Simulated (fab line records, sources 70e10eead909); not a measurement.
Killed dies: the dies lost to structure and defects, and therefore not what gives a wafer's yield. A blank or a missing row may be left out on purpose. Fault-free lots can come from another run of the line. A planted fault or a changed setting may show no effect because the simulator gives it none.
Chamber matching | flow nand harc | NHARC_A_STAIRCASE_DEP_156 on pecvd-04: 3 sister chambers
The step deposits SiNx, target thk 50 nm. 6 wafers are shown with their chamber, then 7 later ones without.

## EACH WAFER AND ITS CHAMBER
wafer  | chamber | heater power w (W) | rf fwd power W (W)
L083.3 | 0       | 669                | 452.2
L090.3 | 0       | 681                | 449.5
L090.4 | 1       | 691                | 447.7
L090.5 | 2       | 754                | 445.4
L094.3 | 2       | 729                | 446.7
L094.5 | 1       | 691                | 451.9

## WAFERS WITH NO CHAMBER GIVEN
wafer  | heater power w (W) | rf fwd power W (W)
L094.6 | 756                | 448.9
L093.1 | 724                | 450.3
L093.4 | 737                | 449.0
L093.5 | 742                | 451.5
L096.1 | 775                | 447.8
L096.2 | 649                | 448.0
L096.5 | 781                | 448.7

## EACH ONE'S CHAMBER
wafer  | from the rows above          | in truth
L094.6 | 2                            | 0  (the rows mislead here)
L093.1 | can't be placed: 2 or 1 or 0 | 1
L093.4 | 2                            | 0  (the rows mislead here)
L093.5 | can't be placed: 2 or 1      | 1
L096.1 | 2                            | 2
L096.2 | can't be placed: 0 or 1      | 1
L096.5 | 2                            | 2
Correct placement for 2 of the 7. Not placeable from these rows: 3 (in 3, the candidates include the true chamber). Wrongly placed: 2.
How it was worked out, from the rows above alone: a wafer's distance from a chamber is the root of the sum, over the readings, of the square of ((its reading less the chamber's mean) divided by the reading's scatter). If the next closest chamber is less than 2 further off than the closest, the wafer can't be placed; otherwise it belongs to the closest. For every chamber, the mean is computed from those of its wafers that are shown. The scatter: take each reading less its chamber's mean, square it, sum over the shown wafers, divide by the number of wafers less the number of chambers, and take the root.
